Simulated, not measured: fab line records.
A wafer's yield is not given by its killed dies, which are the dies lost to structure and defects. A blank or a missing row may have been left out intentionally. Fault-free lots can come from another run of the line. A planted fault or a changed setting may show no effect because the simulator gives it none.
What tool caused it?	flow n5-finfet	7 lots with 21 wafers sampled at 8 steps, on a route of 1938 steps

## WHAT THE GAUGES READ, wafer by wafer
N5_BEOL_M11_CD_MEAS_18: pitch 140 nm, target cd 70 nm. Usual: cd-nm 69.9 nm, standard deviation 0.49.
lot	measured	on	cd-nm (nm)	flag
L752	day 13 14:31	cd-sem-01	69.1 69.4 69.2	
L754	day 14 03:37	cd-sem-03	70.5 70.5 70.0	
L769	day 19 01:20	cd-sem-03	70.1 69.5 69.6	
L766	day 19 14:53	cd-sem-03	69.8 70.3 70.2	
L763	day 20 00:55	cd-sem-03	69.2 70.1 69.4	
L756	day 20 11:21	cd-sem-02	69.7 70.2 70.0	
L770	day 20 11:37	cd-sem-02	69.7 70.1 69.4	

N5_BEOL_M11_OCD_MEAS_38. Usual: trench-depth-nm 148.4 nm, standard deviation 1.7.
lot	measured	on	trench-depth-nm (nm)	flag
L752	day 13 15:35	ocd-01	147.2 149.8 146.7	
L754	day 14 06:17	ocd-01	147.6 149.6 149.3	
L769	day 19 02:20	ocd-02	146.9 145.7 150.3	
L766	day 19 19:56	ocd-01	146.5 150.0 149.0	
L763	day 20 06:04	ocd-02	147.4 150.0 148.3	
L756	day 20 13:37	ocd-01	124.2 124.4 125.1	OFF
L770	day 20 13:08	ocd-02	148.2 147.0 147.2	

N5_BEOL_M11_CD_MEAS_35: target cd 70 nm. Usual: cd-nm 69.9 nm, standard deviation 0.48.
lot	measured	on	cd-nm (nm)	flag
L752	day 13 15:44	cd-sem-01	68.7 69.6 69.3	
L754	day 14 06:26	cd-sem-01	70.3 70.3 70.2	
L769	day 19 02:29	cd-sem-03	70.1 69.7 70.2	
L766	day 19 20:05	cd-sem-02	70.0 70.2 69.7	
L763	day 20 06:16	cd-sem-02	69.3 70.2 69.4	
L756	day 20 13:46	cd-sem-01	69.9 70.5 69.7	
L770	day 20 13:17	cd-sem-03	69.6 69.9 69.1	

N5_BEOL_M11_THK_MEAS_53: measures by xrf. Usual: M11_THK typically reads 137.8 nm, with standard deviation 2.
lot	measured	on	M11_THK (nm)	flag
L752	day 13 19:04	film-metro-01	136.7 138.7 137.0	
L754	day 14 10:00	film-metro-01	135.4 138.8 137.5	
L769	day 19 06:32	film-metro-01	134.0 134.4 138.1	
L766	day 19 23:25	film-metro-01	137.1 139.1 139.4	
L763	day 20 09:04	film-metro-02	136.0 141.4 136.6	
L756	day 20 16:54	film-metro-02	116.0 116.3 116.4	OFF
L770	day 20 15:28	film-metro-01	136.3 134.7 135.4	

N5_BEOL_M11_RS_MEAS_57: measures by four-point-probe. Usual: M11_RS typically reads 0.1515 ohm/sq, with standard deviation 0.0025.
lot	measured	on	M11_RS (ohm/sq)	flag
L752	day 13 19:12	film-metro-01	0.1537 0.1507 0.1536	
L754	day 14 10:07	film-metro-01	0.1528 0.1492 0.1512	
L769	day 19 06:41	film-metro-02	0.1561 0.1561 0.1504	
L766	day 19 23:34	film-metro-01	0.1528 0.1494 0.1487	
L763	day 20 09:13	film-metro-02	0.1538 0.1482 0.1525	
L756	day 20 17:03	film-metro-02	0.1850 0.1845 0.1840	OFF
L770	day 20 15:37	film-metro-01	0.1506 0.1531 0.1524	

N5_BEOL_M15_RC_MEAS_101. Usual: COMB_M10 1.6e-11 S/m, standard deviation 3.1e-12; COMB_M12 7.3e-12 S/m, standard deviation 1.4e-12; COMB_M13 5.6e-12 S/m, standard deviation 1e-12; COMB_M14 4.4e-12 S/m, standard deviation 7.7e-13; COMB_M15 3.2e-12 S/m, standard deviation 5.3e-13; COMB_M5 3.8e-11 S/m, standard deviation 7e-12; COMB_M6 2.7e-11 S/m, standard deviation 4.8e-12; COMB_M7 2.6e-11 S/m, standard deviation 5.5e-12; COMB_M8 2.6e-11 S/m, standard deviation 4.4e-12; COMB_M9 1.55e-11 S/m, standard deviation 2.9e-12; SERP_M10 3.08 ohm/um, standard deviation 0.069; SERP_M11 3.08 ohm/um, standard deviation 0.068; SERP_M11_max_site 3.18 ohm/um, standard deviation 0.077; SERP_M12 0.636 ohm/um, standard deviation 0.014; SERP_M13 0.306 ohm/um, standard deviation 0.0057; SERP_M14 0.161 ohm/um, standard deviation 0.0031; SERP_M5 38.3 ohm/um, standard deviation 1; SERP_M6 13.7 ohm/um, standard deviation 0.48; SERP_M7 13.8 ohm/um, standard deviation 0.42; SERP_M8 13.9 ohm/um, standard deviation 0.57; SERP_M9 3.06 ohm/um, standard deviation 0.076.
lot	measured	on	COMB_M10 (S/m)	COMB_M12 (S/m)	COMB_M13 (S/m)	COMB_M14 (S/m)	COMB_M15 (S/m)	COMB_M5 (S/m)	COMB_M6 (S/m)	COMB_M7 (S/m)	COMB_M8 (S/m)	COMB_M9 (S/m)	SERP_M10 (ohm/um)	SERP_M11 (ohm/um)	SERP_M11_max_site (ohm/um)	SERP_M12 (ohm/um)	SERP_M13 (ohm/um)	SERP_M14 (ohm/um)	SERP_M5 (ohm/um)	SERP_M6 (ohm/um)	SERP_M7 (ohm/um)	SERP_M8 (ohm/um)	SERP_M9 (ohm/um)	flag
L752	day 14 13:22	prober-02	1.3e-11 1.7e-11 1.7e-11	8.6e-12 6.6e-12 7.4e-12	5.9e-12 5.5e-12 4e-12	4e-12 3.1e-12 4.4e-12	4.3e-12 3.4e-12 3.3e-12	3.3e-11 3.9e-11 3.5e-11	2.5e-11 1.9e-11 2e-11	2.7e-11 2.4e-11 2.4e-11	2.9e-11 2.6e-11 3.3e-11	1.33e-11 1.61e-11 1.48e-11	3.14 3.04 3.03	3.20 3.13 3.16	3.27 3.16 3.30	0.631 0.620 0.650	0.306 0.310 0.301	0.159 0.163 0.161	38.4 40.3 39.5	13.3 14.2 13.5	13.8 13.9 13.4	14.3 14.5 13.2	3.06 2.97 3.10	
L754	day 15 08:18	prober-02	1.2e-11 1.7e-11 1.1e-11	6e-12 6.1e-12 5.2e-12	5e-12 5.4e-12 4.8e-12	5.2e-12 3.7e-12 3.7e-12	2.9e-12 3.8e-12 3e-12	4e-11 3.7e-11 4.7e-11	1.9e-11 1.8e-11 2e-11	2.1e-11 2.6e-11 3.4e-11	2.7e-11 2.9e-11 2.5e-11	1.85e-11 1.97e-11 1.42e-11	3.13 3.13 3.18	3.07 3.01 3.03	3.14 3.11 3.15	0.628 0.644 0.638	0.307 0.307 0.305	0.152 0.155 0.160	36.8 36.6 39.6	14.4 13.8 14.1	14.5 13.9 14.1	14.1 14.5 14.2	3.13 3.07 3.08	
L769	day 20 07:17	prober-01	1.5e-11 1.7e-11 1.8e-11	8.3e-12 7e-12 9.8e-12	5e-12 5.7e-12 4.2e-12	5.9e-12 4.8e-12 4.4e-12	3.7e-12 3.8e-12 3.5e-12	3.1e-11 4.8e-11 3.2e-11	2.6e-11 2.8e-11 3.5e-11	2.5e-11 2.2e-11 2.5e-11	2.3e-11 3.1e-11 2.8e-11	1.76e-11 1.93e-11 1.76e-11	3.24 3.10 3.20	3.16 3.20 3.05	3.29 3.26 3.14	0.650 0.647 0.641	0.306 0.297 0.299	0.158 0.160 0.164	38.4 37.5 37.2	13.8 13.7 15.3	13.9 13.5 13.4	13.3 14.7 13.1	3.11 3.07 3.11	
L766	day 20 23:03	prober-01	1.9e-11 1.9e-11 1.4e-11	6.1e-12 7e-12 8.4e-12	4.8e-12 5.3e-12 5.7e-12	4.5e-12 4.6e-12 4.7e-12	3.5e-12 3.1e-12 3.5e-12	3.1e-11 4e-11 4.6e-11	2.2e-11 2.9e-11 3.3e-11	1.7e-11 2.7e-11 2.3e-11	3.1e-11 2.2e-11 2.6e-11	1.29e-11 1.21e-11 1.32e-11	3.04 3.14 3.09	3.10 3.00 2.98	3.13 3.07 3.15	0.645 0.631 0.642	0.312 0.310 0.307	0.158 0.158 0.162	37.0 38.1 38.7	13.4 13.5 13.4	13.8 14.1 13.7	13.5 12.9 13.1	3.02 3.06 3.10	
L763	day 21 10:59	prober-02	1.5e-11 1.4e-11 1.3e-11	7.4e-12 6.8e-12 7.7e-12	6.4e-12 5.2e-12 5e-12	4.1e-12 4.5e-12 4e-12	3.1e-12 3.3e-12 4.8e-12	4.1e-11 3.1e-11 3.8e-11	3e-11 2.7e-11 2.7e-11	2.6e-11 2.1e-11 1.8e-11	2.7e-11 3.5e-11 3.3e-11	1.62e-11 1.4e-11 1.99e-11	3.08 3.07 3.20	3.15 2.97 3.22	3.20 3.08 3.29	0.611 0.609 0.608	0.313 0.311 0.307	0.160 0.165 0.163	39.0 38.9 39.1	14.6 14.2 13.5	14.6 13.8 14.5	14.1 13.9 14.6	3.09 3.18 3.11	
L756	day 21 20:07	prober-01	1.5e-11 1.9e-11 1.1e-11	6.9e-12 1.03e-11 7.8e-12	4.4e-12 5.3e-12 8e-12	3.4e-12 3.1e-12 3.9e-12	3e-12 2.2e-12 2.7e-12	3.6e-11 3.5e-11 3.3e-11	3.5e-11 2.7e-11 2.8e-11	2.5e-11 2.5e-11 1.8e-11	2.1e-11 2.7e-11 2.3e-11	1.57e-11 1.4e-11 1.6e-11	3.09 3.12 3.07	3.75 3.69 3.73	3.84 3.73 3.80	0.628 0.615 0.625	0.304 0.308 0.306	0.158 0.157 0.159	37.9 39.6 38.7	13.3 13.7 13.9	14.6 13.5 14.3	13.8 13.0 13.7	3.10 3.09 3.04	OFF
L770	day 21 17:56	prober-02	1.5e-11 1.4e-11 1.7e-11	5.7e-12 6.8e-12 5.4e-12	5.1e-12 7.4e-12 7.6e-12	4.8e-12 4.6e-12 6.6e-12	3.5e-12 3.2e-12 2.9e-12	4e-11 3e-11 3.4e-11	3.2e-11 2.5e-11 2.4e-11	2.3e-11 3.2e-11 2e-11	3e-11 2.9e-11 2.9e-11	1.35e-11 1.53e-11 1.08e-11	3.01 3.05 3.06	3.08 3.12 3.14	3.16 3.20 3.24	0.608 0.625 0.638	0.307 0.320 0.313	0.165 0.162 0.161	38.7 37.0 39.5	13.5 14.1 14.0	14.2 14.3 13.9	14.3 13.8 13.9	3.12 2.97 3.21	

## WHAT TOOL EACH LOT RAN ON (gives the tool, then ch and the chambers of the sampled wafers, and finally the start)
lot	N5_BEOL_M11_VIA_ETCH_34	N5_BEOL_M11_TRENCH_ETCH_37
L752	rie-diel-03 ch 0,2,3, day 13 15:19	rie-diel-03 ch 0,2,3, day 13 15:25
L754	rie-diel-03 ch 0,2,3, day 14 06:00	rie-diel-03 ch 0,2,3, day 14 06:06
L769	rie-diel-01 ch 1,2,3, day 19 02:02	rie-diel-01 ch 1,2,3, day 19 02:09
L766	rie-diel-01 ch 0,2, day 19 19:40	rie-diel-01 ch 0,2, day 19 19:46
L763	rie-diel-06 ch 0,1,2, day 20 05:47	rie-diel-06 ch 0,1,2, day 20 05:53
L756	rie-diel-03 ch 0,2, day 20 13:20	rie-diel-03 ch 0,2, day 20 13:26
L770	rie-diel-01 ch 1,2, day 20 12:51	rie-diel-01 ch 1,2, day 20 12:57
- N5_BEOL_M11_VIA_ETCH_34: etches SiCOH lowk in C4F6/O2, target depth 184.5 nm, time 69.2 s.
- N5_BEOL_M11_TRENCH_ETCH_37: etches SiCOH lowk in C4F6/O2, target depth 148.83 nm, time 48 s.

## AS READ BY THE TOOLS THEMSELVES (means over the sampled wafers that have a number; for cases with no such wafer, the mark the record gives instead)
N5_BEOL_M11_VIA_ETCH_34. Usual: drypump-motor-current-A 5.9 A, standard deviation 0.37; oes-product-au 0.80 a.u., standard deviation 0.061; rf-vpp-V 663 V, standard deviation 8.1; showerhead-plenum-p-Torr 2.84 Torr, standard deviation 0.085; throttle-valve-pct 20.90 %, standard deviation 0.21.
lot	tool	drypump-motor-current-A (A)	oes-product-au (a.u.)	rf-vpp-V (V)	showerhead-plenum-p-Torr (Torr)	throttle-valve-pct (%)	flag
L752	rie-diel-03	6.0	0.80	662	2.80	20.92	
L754	rie-diel-03	6.0	0.79	661	2.80	20.93	
L769	rie-diel-01	5.8	0.81	665	2.91	20.96	
L766	rie-diel-01	5.5	0.79	662	2.80	21.08	
L763	rie-diel-06	6.1	0.76	660	2.85	20.98	
L756	rie-diel-03	6.0	0.77	666	2.79	21.13	
L770	rie-diel-01	5.7	0.78	670	2.89	21.12	

N5_BEOL_M11_TRENCH_ETCH_37. Usual: drypump-motor-current-A 5.9 A, standard deviation 0.37; oes-product-au 0.80 a.u., standard deviation 0.061; rf-vpp-V 663 V, standard deviation 8.1; showerhead-plenum-p-Torr 2.84 Torr, standard deviation 0.086; throttle-valve-pct 20.92 %, standard deviation 0.2.
lot	tool	drypump-motor-current-A (A)	oes-product-au (a.u.)	rf-vpp-V (V)	showerhead-plenum-p-Torr (Torr)	throttle-valve-pct (%)	flag
L752	rie-diel-03	6.0	0.80	662	2.80	20.94	
L754	rie-diel-03	6.0	0.80	661	2.80	20.96	
L769	rie-diel-01	5.8	0.81	664	2.91	20.99	
L766	rie-diel-01	5.5	0.79	662	2.80	21.10	
L763	rie-diel-06	6.1	0.77	660	2.85	21.00	
L756	rie-diel-03	6.0	0.70	666	2.79	21.12	
L770	rie-diel-01	5.7	0.78	669	2.89	21.14	

## THE ANSWER, worked out from the rows above alone
Rule: a lot counts as off when the mean over its wafers that have a number is more than 3 standard deviations away from the usual mean. A lot without any number at a reading at which 4 lots or more have one is off too. Any other lot the step has rows for is counted as sound. After the gauges, taken in route order, come the tools' own readings; for these a lot's mean is taken, as printed above. The first step at which some lot is off is used, and at that step the reading that is off furthest; a lot without a number counts as furthest.
Off, at N5_BEOL_M11_OCD_MEAS_38 on trench-depth-nm: L756.
A tool fits if, at a process step before that reading, it ran every lot that is off, and no sound lot after the first of them. The gauges at N5_BEOL_M11_OCD_MEAS_38 aren't tried: what is off there is off at N5_BEOL_M11_THK_MEAS_53 too, on other tools, and a gauge's error can't cause that. One candidate fits, namely rie-diel-03 at N5_BEOL_M11_VIA_ETCH_34 and N5_BEOL_M11_TRENCH_ETCH_37. At N5_BEOL_M11_VIA_ETCH_34 its last sound lot is L754 (day 14 06:00), its first lot that is off L756 (day 20 13:20): a fault that began between those two fits.

## WHAT THE SIMULATOR HAD PUT IN
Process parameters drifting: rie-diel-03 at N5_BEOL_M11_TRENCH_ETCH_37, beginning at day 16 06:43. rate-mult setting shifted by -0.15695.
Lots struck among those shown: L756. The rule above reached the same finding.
